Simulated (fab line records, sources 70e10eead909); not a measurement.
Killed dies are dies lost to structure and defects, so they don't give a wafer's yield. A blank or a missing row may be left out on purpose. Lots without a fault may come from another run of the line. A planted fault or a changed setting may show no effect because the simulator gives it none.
fab line records | flow nand_harc
record lots=5 wafers=15 last_day=24
route steps=1159 shown P_M0@263 P_M1@285 END@1159
lots that met no fault: from a run of the same line without faults
start_h: hours from the record's first day to the start of the lot's first wafer shown | wait_h: hours since the lot's step before | " the same as in the row above | L1.1+2: a row that stands for several wafers | - no value, or no start given | * or withheld: withheld | < > ~ a bound
route shown NAME@n: a module of which the file shows steps, and the number in the route of the first | usual: mean/standard deviation of fault-free wafers | same: alike in all rows | chamber/n: place in a boat | sites: the reading at each site | _std_site: their standard deviation | _edge_site: outer sites' mean less inner sites' | radius_mm: how far each site lies from the wafer's centre | mask NAME#n: copy n | behind: the tool/chamber that last shaped the wafer | hold: why the lot was held/for how many hours/how that ended | device: the transistor (n, p or np) that didn't switch | end of line: the same wafers' tests at the end of the route | a step without rows: its recipe alone | killed: dies lost to structure and defects at the first sort, not the wafer's yield | map: a wafer's dies, x killed, . not, _ none there
set.NAME: the setting as run; set.NAME@STEP: as run at that earlier step | model.NAME: the simulator's own value behind a step, which no gauge read
lots at some steps of the route; a table a step, a row a wafer
services: from which hour (start_h, from the record's first day; less than 0 if before it) a tool's chamber was out of use, for how many hours, and why
## steps
# step NHARC_P_M0_CD_MEAS_09
# recipe target_cd_nm=90 landing_energy_ev=500
# usual cd_nm=89.7/0.56
# same landing_energy_ev=500
# columns lot.wafer tool chamber start_h wait_h cd_nm
L522.2 cd_sem-02 0 162.38 - 90.6
L522.3 " 0 " " 89.8
L522.6 " 0 " " 89.4
L524.1 cd_sem-02 0 178.29 - 90.2
L524.2 " 0 " " 90.6
L524.3 " 0 " " 90.4
L527.1 cd_sem-03 0 192.98 - 89.3
L527.2 " 0 " " 89.4
L527.4 " 0 " " 90.0
L528.1 cd_sem-02 0 212.69 - 90.1
L528.2 " 0 " " 89.9
L528.4 " 0 " " 89.7
L537.4 cd_sem-02 0 252.52 - 88.4
L537.5 " 0 " " 89.5
L537.6 " 0 " " 88.9
# step NHARC_P_M0_OVL_MEAS_10
# recipe pitch_nm=180
# usual overlay_x_nm=0.2/0.83 overlay_y_nm=-0.1/0.88
# columns lot.wafer tool chamber start_h wait_h overlay_x_nm overlay_y_nm
L522.2 overlay-02 - 162.47 - -0.7 -1.5
L522.3 " - " " 0.0 -0.9
L522.6 " - " " 0.3 -1.2
L524.1 overlay-02 - 178.38 - -0.9 -0.7
L524.2 " - " " -0.8 -1.2
L524.3 " - " " -0.7 -1.1
L527.1 overlay-01 - 193.07 - 1.0 0.5
L527.2 " - " " 1.1 1.4
L527.4 " - " " 0.8 0.6
L528.1 overlay-01 - 212.78 - 1.0 0.3
L528.2 " - " " 0.7 0.5
L528.4 " - " " 0.2 0.3
L537.4 overlay-02 - 252.60 - -0.8 0.4
L537.5 " - " " -0.5 0.1
L537.6 " - " " -0.7 0.6
# step NHARC_P_M0_INSPECT_11
# usual raw_defect_count=4.0/2.7
# columns lot.wafer tool chamber start_h wait_h raw_defect_count
L522.2 defect_inspect-02 - 162.51 0.0 4
L522.3 " - " " 3
L522.6 " - " " 2
L524.1 defect_inspect-01 - 178.42 0.0 0
L524.2 " - " " 5
L524.3 " - " " 3
L527.1 defect_inspect-02 - 193.11 0.0 2
L527.2 " - " " 8
L527.4 " - " " 5
L528.1 defect_inspect-01 - 212.82 0.0 7
L528.2 " - " " 4
L528.4 " - " " 5
L537.4 defect_inspect-02 - 252.63 0.0 7
L537.5 " - " " 5
L537.6 " - " " 5
# step NHARC_P_M0_DESCUM_14
# recipe time_s=3 o2_flow_sccm=200 ar_flow_sccm=0 bias_power_w=0 chemistry=O2
# usual drypump_motor_current_A=5.9/0.64 oes_product_au=0.997/0.011 rf_vpp_V=57.9/0.84 showerhead_plenum_p_Torr=1.94/0.069 throttle_valve_pct=11.312/0.0098
# columns lot.wafer tool chamber start_h wait_h drypump_motor_current_A oes_product_au rf_hours_counter_h rf_vpp_V showerhead_plenum_p_Torr throttle_valve_pct
L522.3 rie_diel-01 0 162.58 0.1 6.3 0.986 1 57.8 2.01 11.312
L522.2 " 2 " " 4.8 0.984 1 55.6 1.88 11.316
L522.6 " 0 " " 6.3 0.994 - 57.5 2.01 11.320
L524.3 rie_diel-01 2 178.50 0.1 4.8 0.976 3 57.9 1.88 11.320
L524.1 " 0 " " 6.3 0.994 2 57.0 2.01 11.314
L524.2 " 1 " " 6.3 0.977 2 57.4 2.01 11.327
L527.2 rie_diel-05 2 193.17 0.1 5.0 1.002 2 57.6 1.87 11.316
L527.1 " 3 " " 5.2 1.003 2 59.0 2.00 11.321
L527.4 " 1 " " 6.4 0.997 2 58.3 1.96 11.310
L528.4 rie_diel-05 0 212.89 0.1 6.0 0.997 4 58.7 1.99 11.314
L528.1 " 1 " " 6.3 1.000 4 58.9 1.96 11.296
L528.2 " 2 " " 5.0 0.996 4 58.4 1.87 11.309
L537.4 rie_diel-05 1 252.69 0.1 6.4 1.017 7 57.7 1.96 11.304
L537.5 " 1 " " 6.4 1.014 - 58.7 1.96 11.303
L537.6 " 2 " " 5.0 1.007 - 57.4 1.87 11.318
# step NHARC_P_M0_ETCH_34
# recipe target_depth_a=400 overetch_a=120 time_s=43.94 ion_energy_ev=200 n2_flow_sccm=150 h2_flow_sccm=150 ar_flow_sccm=0 rf_w=400 bias_w=150 chemistry=N2/H2
# usual drypump_motor_current_A=5.9/0.62 h2_flow_sccm=150.1/0.46 n2_flow_sccm=150.0/0.42 oes_product_au=0.997/0.011 rf_vpp_V=431.5/2.2 showerhead_plenum_p_Torr=2.08/0.074 throttle_valve_pct=14.172/0.0083
# columns lot.wafer tool chamber start_h wait_h drypump_motor_current_A h2_flow_sccm n2_flow_sccm oes_product_au rf_hours_counter_h rf_vpp_V showerhead_plenum_p_Torr throttle_valve_pct
L522.3 rie_diel-01 1 162.65 0.1 6.3 150.4 150.0 0.987 1 433.3 2.14 14.179
L522.2 " 2 " " 4.8 150.2 149.6 0.979 1 429.9 2.01 14.174
L522.6 " 2 " " 4.8 150.3 148.8 0.983 - 429.0 2.01 14.176
L524.3 rie_diel-01 0 178.59 0.1 6.4 150.4 149.7 0.982 3 433.7 2.14 14.178
L524.1 " 1 " " 6.3 149.8 149.5 0.973 2 433.3 2.14 14.181
L524.2 " 3 " " 6.4 149.1 150.0 0.999 3 426.7 1.94 14.182
L527.4 rie_diel-05 2 193.25 0.1 5.0 149.7 149.6 1.004 2 428.6 1.99 14.176
L527.1 " 0 " " 6.0 149.4 150.3 1.008 2 432.6 2.12 14.157
L527.2 " 1 " " 6.3 149.8 150.1 1.006 2 431.7 2.09 14.171
L528.1 rie_diel-05 0 212.97 0.1 6.1 150.1 150.3 0.996 4 433.2 2.12 14.172
L528.2 " 1 " " 6.4 149.8 149.8 0.991 4 432.0 2.09 14.169
L528.4 " 3 " " 5.2 150.5 150.0 1.005 4 431.3 2.14 14.165
L537.4 rie_diel-05 0 252.80 0.1 6.1 149.4 150.3 0.999 7 433.5 2.12 14.166
L537.6 " 1 " " 6.3 149.8 150.6 1.005 - 430.8 2.09 14.174
L537.5 " 2 " " 5.0 149.6 149.5 1.006 - 428.5 1.99 14.179
# step NHARC_P_M0_ETCH_15
# recipe target_depth_a=1500 overetch_a=150 time_s=82.5 c4f8_flow_sccm=withheld ar_flow_sccm=400 rf_w=600 bias_w=300 chemistry=C4F8/Ar
# step NHARC_P_M0_CD_MEAS_16
# usual cd_nm=89.6/0.74
# columns lot.wafer tool chamber start_h wait_h cd_nm
L522.2 cd_sem-03 - 162.87 - 90.1
L522.3 " - " " 89.5
L522.6 " - " " 89.3
L524.1 cd_sem-02 - 178.80 - 90.4
L524.2 " - " " 91.7
L524.3 " - " " 89.5
L527.1 cd_sem-01 - 193.47 - 89.2
L527.2 " - " " 89.5
L527.4 " - " " 89.9
L528.1 cd_sem-03 - 213.18 - 90.5
L528.2 " - " " 89.4
L528.4 " - " " 89.2
L537.4 cd_sem-03 - 253.01 - 87.7
L537.5 " - " " 89.0
L537.6 " - " " 88.6
# step NHARC_P_M0_STRIP_18
# recipe power_w=1000 n2_flow_sccm=150 h2_flow_sccm=150 ar_flow_sccm=0 bias_w=0 chemistry=N2/H2
# step NHARC_P_M0_STRIP_19
# recipe time_s=600 temp_c=30 chemistry=post_etch_residue_remover
# step NHARC_P_M0_DEGAS_28
# recipe temp_c=250 time_s=60
# step NHARC_P_M0_PRE_CLEAN_29
# recipe time_s=30 temp_c=280 gas=H2/He
# step NHARC_P_M0_PVD_20
# recipe target_thk_a=50 bias_v=168.6 power_w=15000 chamber_pressure_pa=0.12 time_s=8.06 substrate_temp_c=50 material=TaN
# usual throttle_valve_pct=30.0/1.4
# columns lot.wafer tool chamber start_h wait_h throttle_valve_pct
L522.2 pvd_sputter-03 - - - 30.5
L522.3 " - " " 28.2
L522.6 " - " " 30.7
L524.2 pvd_sputter-02 - - - 31.0
L524.1 " - " " 29.3
L524.3 " - " " 31.0
L527.2 pvd_sputter-01 - - - 30.3
L527.1 " - " " 32.3
L527.4 " - " " 27.2
L528.2 pvd_sputter-03 - - - 30.9
L528.4 " - " " 28.1
L528.1 " - " " 31.0
L537.4 pvd_sputter-02 - - - 29.5
L537.6 " - " " 30.9
L537.5 " - " " 29.4
# step NHARC_P_M0_PVD_21
# recipe target_thk_a=300 chamber_pressure_pa=5 power_w=5000 substrate_temp_c=30 time_s=20.49 material=Cu
# usual throttle_valve_pct=29.9/1.4
# columns lot.wafer tool chamber start_h wait_h throttle_valve_pct
L522.2 pvd_sputter-03 - 163.87 - 28.0
L522.3 " - " " 30.7
L522.6 " - " " 30.9
L524.2 pvd_sputter-02 - 179.64 - 31.3
L524.3 " - " " 30.7
L524.1 " - " " 29.2
L527.1 pvd_sputter-01 - 194.31 - 32.1
L527.4 " - " " 27.0
L527.2 " - " " 30.3
L528.4 pvd_sputter-03 - 214.03 - 30.3
L528.1 " - " " 30.7
L528.2 " - " " 30.8
L537.4 pvd_sputter-02 - 253.87 - 30.7
L537.6 " - " " 29.8
L537.5 " - " " 29.6
# step NHARC_P_M0_ECD_22
# recipe target_thk_a=4000 bath_temp_c=25 material=Cu
# step NHARC_P_M0_ANNEAL_30
# recipe temp_c=225 time_s=90
# step NHARC_P_M0_CMP_23
# recipe t_overpolish_s=20 target_thk_nm=117.53
# step NHARC_P_M0_SRD_25
# step NHARC_P_M0_INSPECT_27
# usual raw_defect_count=312/110
# columns lot.wafer tool chamber start_h wait_h raw_defect_count
L522.2 defect_inspect-02 - 165.24 0.0 554
L522.3 " - " " 251
L522.6 " - " " 290
L524.1 defect_inspect-02 - 180.98 0.0 228
L524.2 " - " " 196
L524.3 " - " " 250
L527.1 defect_inspect-02 - 195.63 0.0 197
L527.2 " - " " 261
L527.4 " - " " 318
L528.1 defect_inspect-02 - 215.36 0.0 356
L528.2 " - " " 386
L528.4 " - " " 296
L537.4 defect_inspect-02 - 255.20 0.0 368
L537.5 " - " " 548
L537.6 " - " " 255
# step NHARC_P_M0_PRE_CLEAN_31
# recipe time_s=12 temp_c=370 rf_power_w=300 gas=NH3
# step NHARC_P_M0_DEP_32
# recipe target_thk_a=300 temp_c=370 target_thk_nm=30 pressure_torr=3 flow_sccm=200 rf_w=450 material=SiCN
# usual heater_power_w=588/66
# columns lot.wafer tool chamber start_h wait_h heater_power_w
L522.3 pecvd-03 2 165.54 0.1 554
L522.2 " 0 " " 657
L522.6 " 2 " " 568
L524.1 pecvd-02 2 181.12 0.1 595
L524.3 " 0 " " 576
L524.2 " 1 " " 517
L527.2 pecvd-02 0 195.82 0.1 496
L527.1 " 1 " " 517
L527.4 " 1 " " 526
L528.1 pecvd-02 0 215.51 0.1 595
L528.2 " 2 " " 680
L528.4 " 1 " " 513
L537.6 pecvd-01 2 255.47 0.2 553
L537.5 " 0 " " 645
L537.4 " 1 " " 601
# step NHARC_P_M1_DEP_00
# recipe target_thk_a=1825 target_thk_nm=182.5 temp_c=withheld pressure_torr=5 flow_sccm=200 rf_w=600 material=SiOC
# step NHARC_P_M1_DEHYDRATE_01
# recipe temp_c=150 time_s=120
# step NHARC_P_M1_HMDS_02
# recipe time_s=30
# step NHARC_P_M1_COAT_34
# recipe temp_c=200 time_s=65
# step NHARC_P_M1_COAT_03
# recipe spin_rpm=1500 resist_thk_nm=90
# step NHARC_P_M1_SOFTBAKE_04
# recipe temp_c=105 time_s=55
# step NHARC_P_M1_EBR_05
# step NHARC_P_M1_EXPOSE_06
# recipe na=1.35 target_cd_nm=130 dose_mj=81.88 mask_id=P_M1
# step NHARC_P_M1_PEB_07
# recipe peb_temp_c=100 peb_time_s=65
# step NHARC_P_M1_DEVELOP_08
# recipe develop_time_s=35 dev_temp_c=23
# step NHARC_P_M1_CD_MEAS_09
# recipe target_cd_nm=130 landing_energy_ev=500
# usual cd_nm=129.7/0.54
# same landing_energy_ev=500
# columns lot.wafer tool chamber start_h wait_h cd_nm
L522.2 cd_sem-03 0 166.83 - 130.5
L522.3 " 0 " " 129.3
L522.6 " 0 " " 130.5
L524.1 cd_sem-02 0 182.37 - 130.0
L524.2 " 0 " " 130.3
L524.3 " 0 " " 130.3
L527.1 cd_sem-01 0 196.90 - 130.4
L527.2 " 0 " " 129.3
L527.4 " 0 " " 129.1
L528.2 cd_sem-01 0 216.79 - 129.7
L528.4 " 0 " " 129.4
L537.4 cd_sem-01 0 256.57 - 129.9
L537.5 " 0 " " 130.1
L537.6 " 0 " " 130.3
# step NHARC_P_M1_OVL_MEAS_10
# recipe pitch_nm=260
# usual overlay_x_nm=0.3/0.6 overlay_y_nm=0.1/0.79
# columns lot.wafer tool chamber start_h wait_h overlay_x_nm overlay_y_nm
L522.2 overlay-01 - 166.92 - 0.0 -0.8
L522.3 " - " " 0.1 -0.9
L522.6 " - " " 0.8 -0.8
L524.1 overlay-01 - 182.46 - -0.2 0.0
L524.2 " - " " -1.1 0.3
L524.3 " - " " -0.5 0.8
L527.1 overlay-01 - 196.99 - 0.4 0.4
L527.2 " - " " -0.1 1.1
L527.4 " - " " 0.0 0.6
L528.2 overlay-01 - 216.87 - 0.5 0.9
L528.4 " - " " 0.8 1.2
L537.4 overlay-01 - 256.66 - -0.4 1.5
L537.5 " - " " -0.4 1.2
L537.6 " - " " -0.7 1.0
# step NHARC_P_M1_INSPECT_11
# usual raw_defect_count=4.2/2.6
# columns lot.wafer tool chamber start_h wait_h raw_defect_count
L522.2 defect_inspect-02 - 166.96 0.0 3
L522.3 " - " " 5
L522.6 " - " " 3
L524.1 defect_inspect-02 - 182.49 0.0 4
L524.2 " - " " 3
L524.3 " - " " 2
L527.1 defect_inspect-02 - 197.03 0.0 4
L527.2 " - " " 8
L527.4 " - " " 4
L528.2 defect_inspect-01 - 216.91 0.0 4
L528.4 " - " " 4
L537.4 defect_inspect-02 - 256.69 0.0 2
L537.5 " - " " 2
L537.6 " - " " 7
# step NHARC_P_M1_DESCUM_14
# recipe time_s=3 o2_flow_sccm=200 ar_flow_sccm=0 bias_power_w=0 chemistry=O2
# step NHARC_P_M1_ETCH_35
# recipe target_depth_a=400 overetch_a=120 time_s=43.94 ion_energy_ev=200 n2_flow_sccm=150 h2_flow_sccm=150 ar_flow_sccm=0 rf_w=400 bias_w=150 chemistry=N2/H2
# step NHARC_P_M1_ETCH_15
# recipe target_depth_a=1825 time_s=91.2 c4f8_flow_sccm=withheld ar_flow_sccm=400 rf_w=600 bias_w=300 chemistry=C4F8/Ar
# step NHARC_P_M1_CD_MEAS_16
# usual cd_nm=129.5/0.81
# columns lot.wafer tool chamber start_h wait_h cd_nm
L522.2 cd_sem-01 - 167.32 - 130.3
L522.3 " - " " 129.1
L522.6 " - " " 129.7
L524.1 cd_sem-01 - 183.33 - 129.8
L524.2 " - " " 129.9
L524.3 " - " " 130.3
L527.1 cd_sem-01 - 197.41 - 129.4
L527.2 " - " " 128.6
L527.4 " - " " 128.0
L528.2 cd_sem-03 - 217.42 0.2 130.8
L528.4 " - " " 130.4
L537.4 cd_sem-03 - 257.07 - 129.4
L537.5 " - " " 129.3
L537.6 " - " " 129.4
# step NHARC_P_M1_STRIP_18
# recipe power_w=1000 n2_flow_sccm=150 h2_flow_sccm=150 ar_flow_sccm=0 bias_w=0 chemistry=N2/H2
# usual drypump_motor_current_A=5.9/0.42 h2_flow_sccm=150.0/0.44 n2_flow_sccm=150.0/0.41 oes_product_au=0.997/0.011 rf_vpp_V=90.6/1 showerhead_plenum_p_Torr=2.03/0.089 throttle_valve_pct=14.172/0.0085
# columns lot.wafer tool chamber start_h wait_h drypump_motor_current_A h2_flow_sccm n2_flow_sccm oes_product_au rf_hours_counter_h rf_vpp_V showerhead_plenum_p_Torr throttle_valve_pct
L522.3 rie_diel-13 2 167.39 0.1 5.9 149.3 149.1 1.005 1.8 90.0 1.93 14.180
L522.2 " 3 " " 6.6 150.3 150.0 0.987 1.8 90.0 2.08 14.170
L522.6 " 3 " " 6.6 149.8 150.2 0.988 - 89.8 2.08 14.179
L524.3 rie_diel-09 2 183.40 0.1 5.7 149.9 150.0 1.008 5.8 91.7 1.99 14.158
L524.1 " 0 " " 5.7 150.4 150.1 1.014 6.3 90.0 1.94 14.193
L524.2 " 1 " " 5.2 150.1 149.5 0.997 6.1 92.7 2.20 14.169
L527.1 rie_diel-09 1 197.52 0.1 5.2 149.7 150.3 0.990 6.7 92.3 2.20 14.175
L527.2 " 3 " " 5.5 150.6 150.8 0.991 4.8 90.9 2.15 14.176
L527.4 " 3 " " 5.4 150.3 150.0 0.980 - 91.1 2.15 14.183
L528.4 rie_diel-13 3 217.52 0.1 6.6 149.9 149.7 0.986 3.0 89.8 2.08 14.176
L528.2 " 1 " " 6.0 149.6 149.6 0.996 3.0 91.0 2.07 14.160
L537.4 rie_diel-08 1 257.22 0.1 6.1 150.1 149.0 1.002 8.0 90.1 1.93 14.167
L537.5 " 2 " " 5.5 150.0 149.7 1.009 - 89.2 1.97 14.182
L537.6 " 3 " " 5.4 150.3 150.1 1.005 - 92.0 2.04 14.162
# step NHARC_P_M1_ETCH_28
# recipe target_depth_a=300 over_etch_frac=0.3 time_s=72.99 ion_energy_ev=150 cf4_flow_sccm=50 n2_flow_sccm=100 ar_flow_sccm=150 rf_w=300 bias_w=100 chemistry=CF4/N2
# step NHARC_P_M1_STRIP_19
# recipe time_s=600 temp_c=30 chemistry=post_etch_residue_remover
# step NHARC_END_SORT_01
# recipe temp_c=25
# usual defect_limited_yield=95.6/1.6 killed_at_array=26/10 killed_at_other=0.5/0.87 killed_at_periphery=3.0/2.5 killed_dies=29/11 killed_open=3.3/1.9 killed_short=1.8/1.5 sort_bin_2_pct=1.3/0.63 sort_bin_3_pct=0.25/0.22 sort_bin_4_pct=2.8/1.1 sort_n_pass=648/11 sort_rim_yield_pct=96.5/2.6 sort_yield_pct=95.6/1.6
# same gross_dies=677 sort_bin_5_pct[%]=0 sort_bin_6_pct[%]=0 sort_bin_7_pct[%]=0 sort_bin_8_pct[%]=0 sort_rim_n_gross=106.00
# columns lot.wafer tool chamber start_h wait_h defect_limited_yield[%] killed_at_array killed_at_other killed_at_periphery killed_dies killed_open killed_short sort_bin_2_pct[%] sort_bin_3_pct[%] sort_bin_4_pct[%] sort_n_pass sort_rim_yield_pct[%] sort_yield_pct[%]
L522.2 prober-02 0 492.12 2.8 95.9 24 0 4 28 4 1 0.7 0.59 2.8 649 96.2 95.9
L522.3 prober-02 0 492.92 3.1 96.2 25 0 1 26 4 1 1.3 0.59 1.9 651 99.1 96.2
L522.6 prober-02 0 495.33 4.0 95.6 29 0 1 30 3 3 0.7 0.15 3.5 647 98.1 95.6
L524.1 prober-02 0 499.11 2.5 92.6 48 0 2 50 4 1 1.9 0.74 4.7 627 90.6 92.6
L524.2 prober-02 0 499.92 2.8 94.1 37 0 3 40 5 1 1.2 0.15 4.6 637 98.1 94.1
L524.3 prober-02 0 500.73 3.1 93.8 42 0 0 42 1 0 1.8 0.30 4.1 635 98.1 93.8
L528.1 prober-02 0 534.24 2.5 0 31 1 645 677 3 3 95.9 0.15 4.0 0 0 0
L528.2 prober-02 0 535.03 2.8 97.2 15 0 4 19 2 2 1.2 0 1.6 658 99.1 97.2
L528.4 prober-02 0 536.60 3.4 93.9 34 1 6 41 4 3 1.5 0.59 4.0 636 96.2 93.9
# killed by level:class
L522.2 A_CHANNEL_HOLE_D1:chamber_film_flake=21 P_CONTACT:geometric_particle:open=2 P_M0:geometric_particle:open=1 A_ONON_D1:geometric_particle:open=1 A_CHANNEL_FILL_D1:geometric_particle:short=1 P_STI:chamber_film_flake=1 A_CONTACT:chamber_film_flake=1
L522.3 A_CHANNEL_HOLE_D1:chamber_film_flake=14 A_CONTACT:chamber_film_flake=4 A_STAIRCASE:chamber_film_flake=2 P_CONTACT:geometric_particle:open=1 A_WL_FILL:geometric_particle:short=1 A_CONTACT:geometric_particle:open=1 A_BLC:geometric_particle:open=1 A_M0:geometric_particle:open=1
L522.6 A_CHANNEL_HOLE_D1:chamber_film_flake=14 A_CONTACT:chamber_film_flake=7 A_M0:geometric_particle:open=3 A_CHANNEL_FILL_D1:geometric_particle:short=2 A_BONDPAD:chamber_film_flake=2 A_WL_FILL:geometric_particle:short=1 P_STI:chamber_film_flake=1
L524.1 A_SLIT:chamber_film_flake=15 A_CHANNEL_HOLE_D1:chamber_film_flake=14 A_M1:chamber_film_flake=6 A_CONTACT:chamber_film_flake=4 A_WL_FILL:geometric_particle:open=3 A_STAIRCASE:chamber_film_flake=2 A_WL_FILL:geometric_particle:short=1 A_M0:geometric_particle:open=1
L524.2 A_CHANNEL_HOLE_D1:chamber_film_flake=17 A_SLIT:chamber_film_flake=9 A_M1:chamber_film_flake=5 A_CONTACT:geometric_particle:open=2 P_M1:geometric_particle:open=1 P_BONDPAD:geometric_particle:open=1 A_ONON_D1:geometric_particle:open=1 A_WL_FILL:geometric_particle:short=1
L524.3 A_CHANNEL_HOLE_D1:chamber_film_flake=23 A_SLIT:chamber_film_flake=12 A_M1:chamber_film_flake=6 A_CONTACT:geometric_particle:open=1
L528.1 P_M0:area_pvd=640 A_CHANNEL_HOLE_D1:chamber_film_flake=21 A_STAIRCASE:chamber_film_flake=3 A_CHANNEL_FILL_D1:geometric_particle:short=2 P_STI:chamber_film_flake=2 A_CONTACT:chamber_film_flake=2 P_GATE:geometric_particle:open=1 P_M0:geometric_particle:open=1
L528.2 A_CHANNEL_HOLE_D1:chamber_film_flake=10 P_GATE:chamber_film_flake=2 A_ONON_D1:geometric_particle:short=1 A_WL_FILL:geometric_particle:short=1 A_WL_FILL:geometric_particle:open=1 A_M0:geometric_particle:open=1 P_ZERO_WELL:chamber_film_flake=1 P_BONDPAD:chamber_film_flake=1
L528.4 A_CHANNEL_HOLE_D1:chamber_film_flake=22 A_STAIRCASE:chamber_film_flake=3 A_CONTACT:chamber_film_flake=3 P_GATE:chamber_film_flake=2 P_GATE:geometric_particle:short=1 P_M0:geometric_particle:open=1 A_ONON_D1:geometric_particle:open=1 A_CHANNEL_FILL_D1:geometric_particle:short=1
# map L528.1 (x killed, . not)
____________x____________
_________xxxxxxx_________
_______xxxxxxxxxxx_______
______xxxxxxxxxxxxx______
_____xxxxxxxxxxxxxxx_____
____xxxxxxxxxxxxxxxxx____
____xxxxxxxxxxxxxxxxx____
___xxxxxxxxxxxxxxxxxxx___
___xxxxxxxxxxxxxxxxxxx___
__xxxxxxxxxxxxxxxxxxxxx__
__xxxxxxxxxxxxxxxxxxxxx__
_xxxxxxxxxxxxxxxxxxxxxxx_
_xxxxxxxxxxxxxxxxxxxxxxx_
_xxxxxxxxxxxxxxxxxxxxxxx_
_xxxxxxxxxxxxxxxxxxxxxxx_
_xxxxxxxxxxxxxxxxxxxxxxx_
xxxxxxxxxxxxxxxxxxxxxxxxx
xxxxxxxxxxxxxxxxxxxxxxxxx
xxxxxxxxxxxxxxxxxxxxxxxxx
xxxxxxxxxxxxxxxxxxxxxxxxx
xxxxxxxxxxxxxxxxxxxxxxxxx
_xxxxxxxxxxxxxxxxxxxxxxx_
_xxxxxxxxxxxxxxxxxxxxxxx_
_xxxxxxxxxxxxxxxxxxxxxxx_
_xxxxxxxxxxxxxxxxxxxxxxx_
_xxxxxxxxxxxxxxxxxxxxxxx_
__xxxxxxxxxxxxxxxxxxxxx__
__xxxxxxxxxxxxxxxxxxxxx__
___xxxxxxxxxxxxxxxxxxx___
___xxxxxxxxxxxxxxxxxxx___
____xxxxxxxxxxxxxxxxx____
____xxxxxxxxxxxxxxxxx____
_____xxxxxxxxxxxxxxx_____
______xxxxxxxxxxxxx______
_______xxxxxxxxxxx_______
_________xxxxxxx_________
____________x____________
# map L522.6 (x killed, . not)
____________.____________
_________......._________
_______..........._______
______.............______
_____..............._____
____......x..........____
____.................____
___.........x.......x.___
___...................___
__.....................__
__.....................__
_......................._
_.....x................._
_......................._
_......................._
_....................x.._
.........................
......................x..
.........................
.........................
..............x..........
_......................._
_......................._
_......................._
_......x.......x........_
_..........x............_
__.....................__
__.....................__
___..........x........___
___.......x.x.........___
____..x...xxx.x..x...____
____..x..x.xx........____
_____x..x.xx........_____
______.......x.....______
_______..x.x......_______
_________......._________
____________.____________
## services
# columns tool chamber start_h hours kind
rie_diel-09 3 139.04 7.7 repair
rie_diel-13 - 140.30 0.4 repair
rie_diel-01 - 141.69 0.7 repair
rie_diel-05 0 142.84 - clean
pvd_sputter-01 - 143.99 1.0 repair
rie_diel-09 3 148.45 9.0 repair
pecvd-02 - 153.00 13.0 pm
pvd_sputter-01 - 158.07 10.0 pm
rie_diel-05 - 163.64 9.0 pm
rie_diel-08 - 164.97 0.2 repair
rie_diel-08 - 173.37 0.3 repair
pvd_sputter-02 - 182.51 2.1 repair
rie_diel-13 2 182.80 5.6 repair
pvd_sputter-02 - 192.38 2.9 repair
rie_diel-09 2 195.21 9.0 repair
rie_diel-09 3 213.82 6.6 repair
pvd_sputter-02 - 215.40 10.0 pm
pvd_sputter-01 - 217.98 2.5 repair
rie_diel-01 1 219.90 15.9 repair
rie_diel-05 2 231.38 7.4 repair
rie_diel-01 - 234.23 0.2 repair
rie_diel-08 0 235.06 4.1 repair
pecvd-01 - 237.00 13.0 pm
rie_diel-09 - 254.10 9.0 pm
## key
first_sign step=NHARC_END_SORT_01 reading=killed_at_periphery direction=up sigmas=99+ usual=3.0 struck=645
effect step=NHARC_END_SORT_01 reading=sort_bin_2_pct direction=up sigmas=99+ usual=1.3 struck=95.9
more_kills_born_at NHARC_P_M0_PVD_21@pvd_sputter-03=640
met_at NHARC_P_M0_PVD_21
struck_wafers L528.1
later_rows_left_out L528.1
onset_between 163.87 214.03
fault kind=process_parameter_drift tool=pvd_sputter-03 chamber=- onset_h=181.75 steps=NHARC_P_M0_PVD_21 channel=target_thk_a offset=* shape=step end_h=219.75 scope=struck_wafers_only acts_in=* stated=*
# later_rows_left_out: the simulator's readings of these wafers behind a module that went badly wrong aren't trusted and aren't shown, but for the sort
